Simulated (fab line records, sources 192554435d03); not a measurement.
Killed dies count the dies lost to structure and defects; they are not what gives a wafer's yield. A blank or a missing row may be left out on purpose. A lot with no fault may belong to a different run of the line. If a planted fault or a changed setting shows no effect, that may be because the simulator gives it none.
fab line records	flow n5_finfet
record: lots: 24	wafers: 72	last_day: 17
route steps=1938 shown BEOL_M0@715 BEOL_M1@751
lots with no fault: from the same line, run without faults
start_h: the number of hours between the record's first day and the start of the first shown wafer of the lot	wait_h: hours elapsed since this lot's preceding step	" repeats the value in the row above	L1.1+2: a row that stands for several wafers	- no value, or no start was given	* or withheld: withheld	< > ~ a bound
route shown NAME@n: names a module that has steps shown in the file, with the first one's number in the route	usual: mean/standard deviation of fault-free wafers	same: alike in all rows	chamber/n: place in a boat	sites: per-site readings	_std_site: the values' standard deviation	_edge_site: inner sites' mean taken away from outer sites' mean	radius_mm: for every site, how far away it sits from the centre of the wafer	mask NAME#n: copy n	behind: tool/chamber where the wafer was last shaped	hold: cause of the lot's hold/its duration in hours/its outcome	device: the transistor (n, p or np) that didn't switch	end of line: tests of these same wafers at the route's end	a step without rows: its recipe alone	killed: at the first sort, the dies lost to defects and structure; wafer yield is something else	map: the dies of a wafer, with x for killed, . for not killed, _ for no die there
set.NAME: the setting as run; set.NAME@STEP: as run at that earlier step	model.NAME: the simulator's own value behind a step, which no gauge read
steps of the route over a sample of lots; a table a step, a row a wafer
services: when a tool's chamber went out of use (start_h, in hours from the record's first day, below 0 if earlier), for how many hours, and the reason
== steps ==
step: N5_BEOL_M0_ETCH_138
recipe: chemistry: CH3F/O2	target_depth_a: 120	target: SiCN	time_s: 31.6	ion_energy_ev: 120	pressure_mtorr: 30	source_w: 395	bias_w: 75	Ar_flow_sccm: 150	CH3F_flow_sccm: 30	O2_flow_sccm: 20	ends: cleared
usual: CH3F_flow_sccm: 29.99/0.093	drypump_motor_current_A: 5.8/0.38	etch_rf_on_time_s: 29.4/0.74	oes_product_au: 0.70/0.088	rf_vpp_V: 297.8/1.7	showerhead_plenum_p_Torr: 2.02/0.078	throttle_valve_pct: 16.36/0.26
lot.wafer	tool	chamber	start_h	wait_h	CH3F_flow_sccm	drypump_motor_current_A	etch_rf_on_time_s	oes_product_au	rf_hours_counter_h	rf_vpp_V	showerhead_plenum_p_Torr	throttle_valve_pct
L074.3	rie_diel-05	0	112.55	0.0	29.96	5.8	29.1	0.76	33	300.3	2.12	16.56
L074.4	"	0	"	"	29.85	5.8	30.3	0.75	-	299.7	2.12	16.56
L074.6	"	1	"	"	29.94	5.4	29.8	0.58	-	297.1	1.98	16.52
L075.3	rie_diel-06	2	118.81	0.0	29.89	6.3	28.7	0.60	248	295.7	1.88	16.34
L075.4	"	0	"	"	30.06	5.7	29.2	0.60	235	296.1	1.89	16.56
L075.5	"	2	"	"	29.92	6.3	29.3	0.61	-	296.3	1.88	16.33
L076.2	rie_diel-06	3	129.87	0.0	30.07	5.6	29.5	0.58	229	295.8	1.97	16.58
L076.5	"	1	"	"	29.93	5.2	28.8	0.64	-	300.2	2.08	16.65
L076.6	"	0	"	"	29.89	5.7	29.8	0.60	-	294.9	1.89	16.59
L077.1	rie_diel-06	1	131.36	0.0	29.93	5.2	29.0	0.63	174	299.0	2.08	16.64
L077.4	"	1	"	"	30.06	5.2	29.7	0.63	-	298.0	2.08	16.65
L077.5	"	0	"	"	29.94	5.7	30.5	0.59	-	294.3	1.89	16.59
L078.2	rie_diel-06	0	140.73	0.0	29.95	5.7	30.3	0.59	243	294.8	1.88	16.57
L078.5	"	1	"	"	29.90	5.2	29.9	0.63	-	298.3	2.08	16.64
L078.6	"	3	"	"	29.96	5.6	30.9	0.57	-	296.8	1.97	16.58
L079.2	rie_diel-05	1	144.53	0.0	29.75	5.4	30.8	0.57	255	296.1	1.97	16.54
L079.3	"	1	"	"	29.85	5.4	30.8	0.57	-	297.1	1.97	16.55
L079.6	"	2	"	"	29.94	6.0	30.2	0.59	-	298.5	2.05	16.64
L080.2	rie_diel-02	0	153.94	0.0	29.84	6.1	28.7	0.84	1	296.7	1.97	16.04
L080.3	"	3	"	"	29.97	6.6	29.2	0.69	84	299.7	2.11	16.14
L080.4	"	2	"	"	30.04	5.7	29.6	0.66	-	295.7	1.93	16.53
L081.1	rie_diel-05	3	155.20	0.0	30.18	5.7	28.5	0.82	4	297.2	1.96	16.11
L081.3	"	0	"	"	29.96	5.7	28.7	0.73	49	300.5	2.11	16.57
L081.4	"	2	"	"	30.08	6.0	29.6	0.59	-	299.2	2.05	16.66
L082.2	rie_diel-02	3	161.07	0.0	30.07	6.6	29.2	0.67	88	299.1	2.11	16.14
L082.3	"	2	"	"	29.90	5.7	29.7	0.64	126	296.2	1.93	16.53
L082.4	"	0	"	"	29.99	6.2	29.7	0.83	-	297.8	1.97	16.04
L083.1	rie_diel-05	0	164.04	0.0	29.93	5.8	28.0	0.73	52	298.0	2.11	16.58
L083.5	"	0	"	"	30.07	5.8	28.4	0.73	-	299.4	2.11	16.58
L083.6	"	3	"	"	30.02	5.7	29.4	0.82	-	296.1	1.96	16.09
L084.1	rie_diel-05	3	171.59	0.0	29.92	5.7	29.7	0.80	11	298.0	1.96	16.12
L084.5	"	2	"	"	30.09	6.0	29.7	0.58	-	296.9	2.05	16.68
L084.6	"	3	"	"	30.08	5.7	30.2	0.80	-	297.2	1.96	16.10
L085.2	rie_diel-02	1	185.95	0.0	30.04	5.6	28.0	0.82	7	296.0	1.97	16.02
L085.3	"	3	"	"	30.05	6.6	28.0	0.67	97	299.6	2.11	16.15
L085.4	"	2	"	"	30.07	5.7	28.7	0.65	135	295.1	1.92	16.56
L086.2	rie_diel-02	3	190.93	0.0	29.96	6.6	29.4	0.67	99	298.5	2.11	16.15
L086.3	"	2	"	"	29.93	5.7	28.3	0.65	137	296.1	1.92	16.58
L086.6	"	1	"	"	30.04	5.6	30.0	0.81	-	297.0	1.97	16.02
L087.2	rie_diel-06	0	196.37	0.0	29.97	5.7	27.8	0.83	6	300.7	2.13	16.16
L087.4	"	1	"	"	29.90	5.2	29.8	0.62	-	299.0	2.07	16.70
L087.5	"	0	"	"	29.97	5.7	29.1	0.82	-	301.1	2.13	16.14
L088.3	rie_diel-06	1	206.26	0.0	29.86	5.2	28.7	0.61	210	298.5	2.07	16.72
L088.4	"	2	"	"	30.04	6.3	29.5	0.77	-	301.4	2.12	15.94
L088.6	"	0	"	"	30.13	5.7	30.3	0.82	-	298.5	2.13	16.16
L089.2	rie_diel-02	1	208.21	0.0	30.00	5.6	28.5	0.80	16	296.6	1.96	16.04
L089.5	"	1	"	"	30.11	5.6	28.7	0.80	-	296.7	1.96	16.05
L089.6	"	0	"	"	30.00	6.1	29.1	0.77	-	297.1	1.96	16.08
L090.1	rie_diel-02	0	213.46	0.0	29.94	6.1	28.1	0.78	24	297.6	1.96	16.07
L090.5	"	3	"	"	29.99	6.6	30.1	0.66	-	298.6	2.10	16.18
L090.6	"	0	"	"	29.88	6.2	29.9	0.78	-	297.7	1.96	16.06
L091.2	rie_diel-02	2	215.93	0.0	30.03	5.7	28.9	0.64	149	295.9	1.92	16.61
L091.5	"	2	"	"	29.99	5.7	29.5	0.63	-	295.4	1.92	16.58
L091.6	"	3	"	"	30.11	6.6	29.8	0.65	-	298.8	2.10	16.18
L092.1	rie_diel-02	3	229.79	0.0	30.01	6.6	29.1	0.65	115	298.5	2.10	16.19
L092.2	"	1	"	"	30.05	5.6	29.0	0.77	26	296.4	1.96	16.06
L092.4	"	3	"	"	29.83	6.6	29.7	0.65	-	298.7	2.10	16.20
L093.1	rie_diel-06	0	232.25	0.0	30.17	5.7	29.0	0.79	22	299.5	2.12	16.20
L093.3	"	3	"	"	29.98	5.6	28.3	0.79	7	296.0	1.96	16.15
L093.6	"	0	"	"	29.90	5.7	28.6	0.79	-	300.5	2.12	16.18
L094.2	rie_diel-05	0	234.10	0.0	30.08	5.8	29.0	0.71	75	299.8	2.11	16.64
L094.4	"	1	"	"	30.04	5.4	29.7	0.81	18	296.6	1.97	16.12
L094.5	"	0	"	"	30.07	5.8	29.5	0.70	-	298.6	2.11	16.61
L095.4	rie_diel-05	1	243.44	0.0	29.96	5.5	29.7	0.81	-	297.1	1.97	16.12
L095.5	"	0	"	"	29.86	5.8	30.3	0.70	-	300.0	2.10	16.65
L095.6	"	3	"	"	30.23	5.7	30.7	0.77	-	295.7	1.95	16.16
L096.2	rie_diel-05	3	245.64	0.0	29.91	5.7	30.3	0.75	36	296.3	1.95	16.14
L096.4	"	0	"	"	30.01	5.8	30.5	0.70	-	299.6	2.10	16.64
L096.6	"	3	"	"	29.90	5.7	30.1	0.76	-	297.7	1.95	16.15
L097.4	rie_diel-06	1	253.55	0.0	29.87	5.2	30.0	0.60	228	297.3	2.06	16.75
L097.5	"	2	"	"	29.88	6.3	30.1	0.76	-	300.1	2.12	15.98
L097.6	"	1	"	"	30.05	5.2	29.5	0.60	-	298.7	2.06	16.75
step: N5_BEOL_M0_HM_OPEN_105
recipe: chemistry: Cl2/BCl3	target_depth_a: 120	target: TiN	ion_energy_ev: 150	pressure_mtorr: 10	icp_w: 1000	bias_w: 126	Cl2_flow_sccm: 53.25	bcl3_flow_sccm: 21.75	Ar_flow_sccm: 25
usual: drypump_motor_current_A: 5.6/0.39	oes_product_au: 0.69/0.1	throttle_valve_pct: 21.92/0.21
lot.wafer	tool	chamber	start_h	wait_h	drypump_motor_current_A	oes_product_au	rf_hours_counter_h	throttle_valve_pct
L074.3	rie_metal-02	0	113.49	0.9	5.6	0.63	-	21.70
L074.4	"	1	"	"	5.3	0.87	-	21.84
L074.6	"	1	"	"	5.4	0.87	-	21.84
L075.3	rie_metal-03	0	123.32	4.5	5.4	0.65	-	22.22
L075.4	"	1	"	"	5.7	0.62	-	22.13
L075.5	"	0	"	"	5.4	0.65	-	22.22
L076.2	rie_metal-02	0	133.29	3.4	5.6	0.63	113	21.70
L076.5	"	1	"	"	5.4	0.86	-	21.84
L076.6	"	0	"	"	5.6	0.63	-	21.69
L077.1	rie_metal-02	1	133.85	2.4	5.4	0.86	11	21.84
L077.4	"	0	"	"	5.6	0.63	-	21.73
L077.5	"	0	"	"	5.6	0.63	-	21.68
L078.2	rie_metal-02	0	140.83	0.1	5.6	0.64	114	21.70
L078.5	"	1	"	"	5.4	0.86	-	21.84
L078.6	"	0	"	"	5.5	0.63	-	21.71
L079.2	rie_metal-01	1	146.68	2.1	5.2	0.60	126	22.07
L079.3	"	0	"	"	6.8	0.82	-	21.63
L079.6	"	1	"	"	5.2	0.59	-	22.06
L080.2	rie_metal-03	1	154.07	0.1	5.7	0.62	122	22.14
L080.3	"	0	"	"	5.4	0.65	-	22.21
L080.4	"	1	"	"	5.7	0.61	-	22.14
L081.1	rie_metal-03	1	155.30	0.1	5.6	0.61	122	22.14
L081.3	"	0	"	"	5.4	0.65	-	22.23
L081.4	"	1	"	"	5.7	0.61	-	22.13
L083.1	rie_metal-02	0	164.33	0.3	5.5	0.62	117	21.71
L083.5	"	0	"	"	5.6	0.63	-	21.70
L083.6	"	1	"	"	5.3	0.85	-	21.83
L082.2	rie_metal-03	0	164.73	3.6	5.5	0.65	101	22.24
L082.3	"	0	"	"	5.5	0.65	-	22.26
L082.4	"	1	"	"	5.7	0.62	-	22.16
L084.1	rie_metal-01	1	174.26	2.6	5.2	0.59	129	22.08
L084.5	"	0	"	"	6.8	0.79	-	21.62
L084.6	"	1	"	"	5.2	0.59	-	22.07
L085.2	rie_metal-02	0	186.83	0.8	5.6	0.62	118	21.74
L085.3	"	0	"	"	5.6	0.62	-	21.74
L085.4	"	1	"	"	5.4	0.84	-	21.85
L086.2	rie_metal-01	1	192.85	1.9	5.2	0.59	-	22.08
L086.3	"	1	"	"	5.2	0.59	-	22.08
L086.6	"	1	"	"	5.2	0.59	-	22.10
L087.2	rie_metal-02	0	197.57	1.2	5.6	0.62	120	21.71
L087.4	"	0	"	"	5.6	0.62	-	21.73
L087.5	"	1	"	"	5.4	0.83	-	21.86
L088.3	rie_metal-02	0	206.46	0.2	5.6	0.62	-	21.71
L088.4	"	1	"	"	5.3	0.82	-	21.85
L088.6	"	0	"	"	5.6	0.62	-	21.72
L089.2	rie_metal-02	1	211.19	2.9	5.4	0.83	18	21.84
L089.5	"	0	"	"	5.6	0.62	-	21.73
L089.6	"	1	"	"	5.4	0.83	-	21.86
L090.1	rie_metal-03	0	215.59	2.1	5.4	0.64	107	22.25
L090.5	"	1	"	"	5.7	0.60	-	22.17
L090.6	"	0	"	"	5.5	0.63	-	22.25
L091.2	rie_metal-02	1	216.07	0.1	5.3	0.82	19	21.85
L091.5	"	1	"	"	5.3	0.82	-	21.85
L091.6	"	0	"	"	5.6	0.62	-	21.70
L093.1	rie_metal-01	0	235.12	2.8	6.7	0.78	37	21.65
L093.3	"	0	"	"	6.8	0.77	-	21.67
L093.6	"	0	"	"	6.8	0.77	-	21.65
L092.1	rie_metal-02	0	235.48	5.7	5.6	0.62	123	21.73
L092.2	"	1	"	"	5.3	0.82	20	21.85
L092.4	"	0	"	"	5.6	0.61	-	21.73
L094.2	rie_metal-03	1	235.70	1.6	5.7	0.59	131	22.19
L094.4	"	0	"	"	5.4	0.63	-	22.26
L094.5	"	0	"	"	5.5	0.64	-	22.25
L095.4	rie_metal-02	1	243.55	0.1	5.4	0.81	-	21.87
L095.5	"	1	"	"	5.4	0.81	-	21.86
L095.6	"	0	"	"	5.6	0.62	-	21.74
L096.2	rie_metal-02	0	245.94	0.3	5.6	0.61	124	21.73
L096.4	"	1	"	"	5.3	0.82	-	21.85
L096.6	"	1	"	"	5.4	0.82	-	21.85
L097.4	rie_metal-03	0	254.87	1.3	5.4	0.63	-	22.26
L097.5	"	0	"	"	5.5	0.64	-	22.24
L097.6	"	0	"	"	5.4	0.63	-	22.23
step: N5_BEOL_M0_SPUTTER_116
recipe: material: Cu	target_thk_a: 40	temp_c: -20	chamber_pressure_pa: 0.07	power_w: withheld	time_s: 7.37
usual: chuck_gas_flow_sccm: 1.26/0.057	throttle_valve_pct: 30.0/0.62
lot.wafer	tool	chamber	start_h	wait_h	chuck_gas_flow_sccm	throttle_valve_pct
L074.3	pvd_sputter-02	-	115.35	0.1	1.16	29.2
L074.4	"	-	"	"	1.25	30.4
L074.6	"	-	"	"	1.18	30.8
L075.3	pvd_sputter-02	-	125.07	0.1	1.20	29.5
L075.4	"	-	"	"	1.28	30.4
L075.5	"	-	"	"	1.21	30.6
L076.2	pvd_sputter-01	-	135.61	0.3	1.21	30.0
L076.5	"	-	"	"	1.31	29.8
L076.6	"	-	"	"	1.35	30.6
L077.1	pvd_sputter-02	-	136.94	1.0	1.20	28.8
L077.4	"	-	"	"	1.31	30.3
L077.5	"	-	"	"	1.24	30.0
L078.2	pvd_sputter-03	-	143.45	0.2	1.14	29.4
L078.5	"	-	"	"	1.23	29.8
L078.6	"	-	"	"	1.23	28.8
L079.2	pvd_sputter-03	-	149.00	0.1	1.25	29.8
L079.3	"	-	"	"	1.23	30.1
L079.6	"	-	"	"	1.24	29.6
L080.2	pvd_sputter-02	-	157.81	0.1	1.32	29.3
L080.3	"	-	"	"	1.13	30.2
L080.4	"	-	"	"	1.23	29.2
L081.1	pvd_sputter-01	-	157.99	0.1	1.31	30.9
L081.3	"	-	"	"	1.24	30.1
L081.4	"	-	"	"	1.35	29.9
L083.1	pvd_sputter-01	-	166.40	0.3	1.43	30.4
L083.5	"	-	"	"	1.26	30.4
L083.6	"	-	"	"	1.24	29.9
L082.2	pvd_sputter-01	-	166.92	0.4	1.28	30.1
L082.3	"	-	"	"	1.38	30.2
L082.4	"	-	"	"	1.23	30.3
L084.1	pvd_sputter-01	-	177.47	0.2	1.22	30.0
L084.5	"	-	"	"	1.30	30.5
L084.6	"	-	"	"	1.26	30.0
L085.2	pvd_sputter-03	-	189.01	0.2	1.22	29.6
L085.3	"	-	"	"	1.20	30.2
L085.4	"	-	"	"	1.25	29.5
L086.2	pvd_sputter-02	-	194.95	0.1	1.14	30.7
L086.3	"	-	"	"	1.32	29.2
L086.6	"	-	"	"	1.33	29.3
L087.2	pvd_sputter-01	-	201.39	0.1	1.39	29.6
L087.4	"	-	"	"	1.29	30.3
L087.5	"	-	"	"	1.23	30.6
L088.3	pvd_sputter-02	-	210.78	1.8	1.21	30.5
L088.4	"	-	"	"	1.23	29.3
L088.6	"	-	"	"	1.23	29.3
L089.2	pvd_sputter-01	-	215.71	1.5	1.21	30.8
L089.5	"	-	"	"	1.24	30.0
L089.6	"	-	"	"	1.34	30.7
L090.1	pvd_sputter-02	-	220.14	0.2	1.22	30.7
L090.5	"	-	"	"	1.22	29.4
L090.6	"	-	"	"	1.33	29.1
L091.2	pvd_sputter-01	-	220.52	0.3	1.32	30.0
L091.5	"	-	"	"	1.19	30.0
L091.6	"	-	"	"	1.23	31.1
L093.1	pvd_sputter-01	-	237.23	0.1	1.24	31.1
L093.3	"	-	"	"	1.24	30.4
L093.6	"	-	"	"	1.28	30.9
L092.1	pvd_sputter-01	-	237.67	0.1	1.22	30.8
L092.2	"	-	"	"	1.28	30.0
L092.4	"	-	"	"	1.29	30.8
L094.2	pvd_sputter-03	-	237.84	0.1	1.26	29.0
L094.4	"	-	"	"	1.33	30.3
L094.5	"	-	"	"	1.27	29.7
L095.4	pvd_sputter-02	-	246.68	0.1	1.30	29.1
L095.5	"	-	"	"	1.33	30.5
L095.6	"	-	"	"	1.25	30.8
L096.2	pvd_sputter-01	-	249.80	1.9	1.28	30.9
L096.4	"	-	"	"	1.30	30.8
L096.6	"	-	"	"	1.19	30.0
L097.4	pvd_sputter-02	-	257.53	0.1	1.20	30.6
L097.5	"	-	"	"	1.33	29.1
L097.6	"	-	"	"	1.29	29.0
step: N5_BEOL_M0_SPUTTER_141
recipe: material: Cu	target_thk_a: 40	temp_c: -20	chamber_pressure_pa: 0.07	power_w: withheld	time_s: 7.37
usual: chuck_gas_flow_sccm: 1.26/0.056	throttle_valve_pct: 30.0/0.58
lot.wafer	tool	chamber	start_h	wait_h	chuck_gas_flow_sccm	throttle_valve_pct
L074.3	pvd_sputter-02	-	115.71	0.0	1.28	29.5
L074.4	"	-	"	"	1.31	30.5
L074.6	"	-	"	"	1.19	30.3
L075.3	pvd_sputter-02	-	125.43	0.0	1.25	29.2
L075.4	"	-	"	"	1.22	30.3
L075.5	"	-	"	"	1.18	30.6
L076.2	pvd_sputter-01	-	135.97	0.0	1.32	30.1
L076.5	"	-	"	"	1.38	29.8
L076.6	"	-	"	"	1.24	30.5
L077.1	pvd_sputter-02	-	137.30	0.0	1.18	29.3
L077.4	"	-	"	"	1.32	30.4
L077.5	"	-	"	"	1.17	30.4
L078.2	pvd_sputter-03	-	143.81	0.0	1.24	29.6
L078.5	"	-	"	"	1.26	29.6
L078.6	"	-	"	"	1.36	28.9
L079.2	pvd_sputter-03	-	149.36	0.0	1.21	29.8
L079.3	"	-	"	"	1.21	30.2
L079.6	"	-	"	"	1.30	29.4
L080.2	pvd_sputter-02	-	158.17	0.0	1.40	29.2
L080.3	"	-	"	"	1.24	30.3
L080.4	"	-	"	"	1.22	29.3
L081.1	pvd_sputter-01	-	158.35	0.0	1.35	30.8
L081.3	"	-	"	"	1.29	30.0
L081.4	"	-	"	"	1.22	30.0
L083.1	pvd_sputter-01	-	166.76	0.0	1.43	30.6
L083.5	"	-	"	"	1.30	30.6
L083.6	"	-	"	"	1.30	29.7
L082.2	pvd_sputter-01	-	167.28	0.0	1.25	29.8
L082.3	"	-	"	"	1.17	30.4
L082.4	"	-	"	"	1.19	30.0
L084.1	pvd_sputter-01	-	177.88	0.0	1.30	29.9
L084.5	"	-	"	"	1.25	30.3
L084.6	"	-	"	"	1.33	30.0
L085.2	pvd_sputter-03	-	189.37	0.0	1.29	29.4
L085.3	"	-	"	"	1.27	30.2
L085.4	"	-	"	"	1.24	29.6
L086.2	pvd_sputter-02	-	195.31	0.0	1.28	30.5
L086.3	"	-	"	"	1.28	29.1
L086.6	"	-	"	"	1.27	29.3
L087.2	pvd_sputter-01	-	201.75	0.0	1.31	29.9
L087.4	"	-	"	"	1.23	30.6
L087.5	"	-	"	"	1.37	30.4
L088.3	pvd_sputter-02	-	211.14	0.0	1.25	30.5
L088.4	"	-	"	"	1.25	29.2
L088.6	"	-	"	"	1.35	29.1
L089.2	pvd_sputter-01	-	216.07	0.0	1.27	30.8
L089.5	"	-	"	"	1.24	30.1
L089.6	"	-	"	"	1.28	30.6
L090.1	pvd_sputter-02	-	220.50	0.0	1.22	30.5
L090.5	"	-	"	"	1.13	29.4
L090.6	"	-	"	"	1.36	29.3
L091.2	pvd_sputter-01	-	220.88	0.0	1.36	29.9
L091.5	"	-	"	"	1.21	30.1
L091.6	"	-	"	"	1.28	30.7
L093.1	pvd_sputter-01	-	237.59	0.0	1.31	30.5
L093.3	"	-	"	"	1.34	30.5
L093.6	"	-	"	"	1.26	30.9
L092.1	pvd_sputter-01	-	238.03	0.0	1.32	30.4
L092.2	"	-	"	"	1.30	29.8
L092.4	"	-	"	"	1.26	31.0
L094.2	pvd_sputter-03	-	238.20	0.0	1.15	28.9
L094.4	"	-	"	"	1.20	30.0
L094.5	"	-	"	"	1.35	29.6
L095.4	pvd_sputter-02	-	247.04	0.0	1.28	29.3
L095.5	"	-	"	"	1.22	30.4
L095.6	"	-	"	"	1.36	30.7
L096.2	pvd_sputter-01	-	250.16	0.0	1.21	30.8
L096.4	"	-	"	"	1.26	30.7
L096.6	"	-	"	"	1.22	29.9
L097.4	pvd_sputter-02	-	257.89	0.0	1.30	30.7
L097.5	"	-	"	"	1.25	29.0
L097.6	"	-	"	"	1.23	29.3
step: N5_BEOL_M1_ILD_DEP_00
recipe: material: SiOC	target_thk_a: 790	temp_c: 350	precursor: DEMS/O2	pressure_torr: 5	rf_w: 500	time_s: 15.3
usual: heater_power_w: 473/73	showerhead_plenum_p_Torr: 5.698/0.014	throttle_valve_pct: 11.8/0.46
lot.wafer	tool	chamber	start_h	wait_h	heater_power_w	showerhead_plenum_p_Torr	throttle_valve_pct
L074.3	pecvd-03	2	116.87	0.0	485	5.737	11.7
L074.4	"	1	"	"	355	5.707	11.5
L074.6	"	2	"	"	495	5.727	11.4
L075.3	pecvd-01	1	126.57	0.0	477	5.717	12.3
L075.4	"	0	"	"	643	5.695	12.0
L075.5	"	1	"	"	490	5.708	12.4
L076.2	pecvd-01	2	137.11	0.0	435	5.672	10.9
L076.5	"	2	"	"	433	5.672	11.3
L076.6	"	1	"	"	459	5.699	12.3
L077.1	pecvd-03	2	138.44	0.0	467	5.703	11.4
L077.4	"	1	"	"	372	5.705	12.0
L077.5	"	2	"	"	463	5.699	11.6
L078.2	pecvd-04	1	145.37	0.0	543	5.684	12.5
L078.5	"	1	"	"	566	5.692	12.3
L078.6	"	2	"	"	404	5.701	11.5
L079.2	pecvd-01	0	150.47	0.0	619	5.690	11.8
L079.3	"	2	"	"	423	5.678	11.2
L079.6	"	2	"	"	442	5.686	11.0
L080.2	pecvd-03	1	159.31	0.0	346	5.700	11.3
L080.3	"	2	"	"	476	5.713	11.6
L080.4	"	1	"	"	349	5.703	11.8
L081.1	pecvd-03	2	159.46	0.0	436	5.714	11.7
L081.3	"	1	"	"	366	5.708	11.8
L081.4	"	2	"	"	435	5.703	11.6
L083.1	pecvd-03	1	167.94	0.0	344	5.694	11.6
L083.5	"	0	"	"	464	5.695	12.0
L083.6	"	1	"	"	334	5.706	11.7
L082.2	pecvd-03	0	168.48	0.0	465	5.704	12.1
L082.3	"	1	"	"	303	5.704	11.9
L082.4	"	2	"	"	420	5.706	11.7
L084.1	pecvd-01	0	179.03	0.0	553	5.693	12.1
L084.5	"	2	"	"	460	5.675	11.4
L084.6	"	1	"	"	452	5.706	12.5
L085.2	pecvd-04	1	190.70	0.0	543	5.670	12.5
L085.3	"	2	"	"	459	5.695	11.2
L085.4	"	1	"	"	532	5.686	12.7
L086.2	pecvd-03	2	196.90	0.0	494	5.703	11.3
L086.3	"	0	"	"	430	5.717	12.3
L086.6	"	1	"	"	388	5.711	11.6
L087.2	pecvd-03	2	202.89	0.0	467	5.703	11.2
L087.4	"	0	"	"	410	5.703	12.0
L087.5	"	2	"	"	473	5.713	11.6
L088.3	pecvd-01	2	212.25	0.0	446	5.669	11.0
L088.4	"	0	"	"	578	5.698	12.2
L088.6	"	1	"	"	542	5.721	12.3
L089.2	pecvd-01	0	217.32	0.0	604	5.679	11.9
L089.5	"	1	"	"	555	5.718	12.4
L089.6	"	0	"	"	602	5.695	12.0
L090.1	pecvd-03	0	221.95	0.0	470	5.714	12.1
L090.5	"	0	"	"	488	5.691	12.2
L090.6	"	0	"	"	487	5.699	12.3
L091.2	pecvd-01	1	222.08	0.0	488	5.701	12.4
L091.5	"	1	"	"	506	5.713	12.4
L091.6	"	0	"	"	637	5.700	11.9
L093.1	pecvd-03	0	239.81	0.0	412	5.703	12.3
L093.3	"	0	"	"	418	5.700	12.3
L093.6	"	0	"	"	422	5.703	12.0
L092.1	pecvd-04	2	239.83	0.0	479	5.697	11.6
L092.2	"	0	"	"	409	5.676	11.2
L092.4	"	1	"	"	555	5.663	12.8
L094.2	pecvd-03	0	240.00	0.1	485	5.708	12.5
L094.4	"	0	"	"	498	5.702	12.2
L094.5	"	0	"	"	485	5.703	12.4
L095.4	pecvd-01	1	248.24	0.1	547	5.692	12.2
L095.5	"	0	"	"	647	5.681	12.0
L095.6	"	2	"	"	489	5.690	11.2
L096.2	pecvd-03	2	251.29	0.0	479	5.698	10.9
L096.4	"	0	"	"	446	5.730	12.5
L096.6	"	2	"	"	477	5.695	11.0
L097.4	pecvd-04	2	259.20	0.1	491	5.695	11.5
L097.5	"	2	"	"	510	5.689	11.3
L097.6	"	0	"	"	399	5.690	11.2
step: N5_BEOL_M1_OVL_MEAS_12
recipe: points_per_wafer: 522
usual: M1_OVL: 0.0/0.78
lot.wafer	tool	chamber	start_h	wait_h	M1_OVL[nm]
L074.3	overlay-02	0	118.76	0.0	0.6
L074.4	"	0	"	"	0.9
L074.6	"	0	"	"	0.6
L075.3	overlay-02	0	127.92	0.0	0.1
L075.4	"	0	"	"	-0.3
L075.5	"	0	"	"	-0.2
L076.2	overlay-01	0	138.75	0.0	-0.4
L076.5	"	0	"	"	-0.1
L076.6	"	0	"	"	0.8
L077.1	overlay-02	0	139.31	0.0	1.6
L077.4	"	0	"	"	0.8
L077.5	"	0	"	"	0.1
L078.2	overlay-02	0	147.56	0.0	1.0
L078.5	"	0	"	"	1.3
L078.6	"	0	"	"	0.4
L079.2	overlay-01	0	151.55	0.0	-0.9
L079.3	"	0	"	"	-1.3
L079.6	"	0	"	"	-0.2
L080.2	overlay-01	0	161.89	0.0	-0.4
L080.3	"	0	"	"	0.5
L080.4	"	0	"	"	0.2
L081.1	overlay-02	0	162.05	0.0	0.9
L081.3	"	0	"	"	1.0
L081.4	"	0	"	"	-0.1
L083.1	overlay-01	0	168.90	0.0	-1.3
L083.5	"	0	"	"	0.0
L083.6	"	0	"	"	-0.9
L082.2	overlay-02	0	171.53	0.0	0.4
L082.3	"	0	"	"	-1.0
L082.4	"	0	"	"	0.3
L084.1	overlay-02	0	182.02	0.0	-0.5
L084.5	"	0	"	"	-1.5
L084.6	"	0	"	"	-0.5
L085.2	overlay-02	0	191.36	0.0	0.8
L085.3	"	0	"	"	1.3
L085.4	"	0	"	"	0.3
L086.2	overlay-01	0	198.71	0.0	1.0
L086.3	"	0	"	"	1.2
L086.6	"	0	"	"	0.8
L087.2	overlay-01	0	205.13	0.0	0.0
L087.4	"	0	"	"	-0.4
L087.5	"	0	"	"	0.3
L088.3	overlay-02	0	213.70	0.0	-0.4
L088.4	"	0	"	"	-0.2
L088.6	"	0	"	"	-1.1
L089.2	overlay-02	0	219.91	0.0	-0.7
L089.5	"	0	"	"	-1.2
L089.6	"	0	"	"	0.7
L091.2	overlay-02	0	222.86	0.0	0.1
L091.5	"	0	"	"	0.0
L091.6	"	0	"	"	0.5
L090.1	overlay-02	0	223.25	0.0	-0.3
L090.5	"	0	"	"	-0.1
L090.6	"	0	"	"	-0.6
L092.1	overlay-02	0	241.67	0.0	-1.2
L092.2	"	0	"	"	-1.1
L092.4	"	0	"	"	-1.1
L093.1	overlay-02	0	241.77	0.0	1.7
L093.3	"	0	"	"	1.8
L093.6	"	0	"	"	0.7
L094.2	overlay-02	0	241.82	0.0	0.3
L094.4	"	0	"	"	-0.2
L094.5	"	0	"	"	0.1
L095.4	overlay-01	0	251.96	0.0	-1.0
L095.5	"	0	"	"	-0.9
L095.6	"	0	"	"	-0.6
L096.2	overlay-01	0	252.38	0.0	-0.8
L096.4	"	0	"	"	-2.0
L096.6	"	0	"	"	-1.6
L097.4	overlay-02	0	259.81	0.0	-0.6
L097.5	"	0	"	"	-0.1
L097.6	"	0	"	"	-0.7
== services ==
tool	chamber	start_h	hours	kind
rie_metal-02	1	98.60	8.7	repair
rie_diel-05	2	100.46	3.0	repair
pecvd-04	0	109.58	6.7	repair
rie_diel-05	3	111.83	8.0	repair
rie_diel-05	2	116.00	12.2	repair
pecvd-04	0	119.41	85.6	repair
pvd_sputter-01	-	120.55	3.7	repair
rie_diel-05	0	132.36	12.9	repair
rie_diel-06	0	144.48	15.5	repair
pvd_sputter-01	-	158.45	0.9	repair
rie_diel-06	-	159.76	0.7	repair
pecvd-03	2	182.15	5.5	scheduled_down
rie_metal-01	0	192.64	4.8	repair
pecvd-03	1	197.80	16.5	scheduled_down
rie_metal-01	-	199.62	14.6	pm
rie_diel-05	-	202.85	11.3	repair
pecvd-03	2	214.30	-	clean
pecvd-01	-	217.79	1.4	repair
rie_diel-02	2	225.20	7.3	repair
pecvd-01	-	233.05	1.7	repair
rie_metal-03	1	239.36	5.0	repair
pecvd-03	1	239.79	1.8	repair
rie_metal-02	0	249.36	7.9	repair
rie_metal-01	-	251.04	0.7	repair
== key ==
fault none
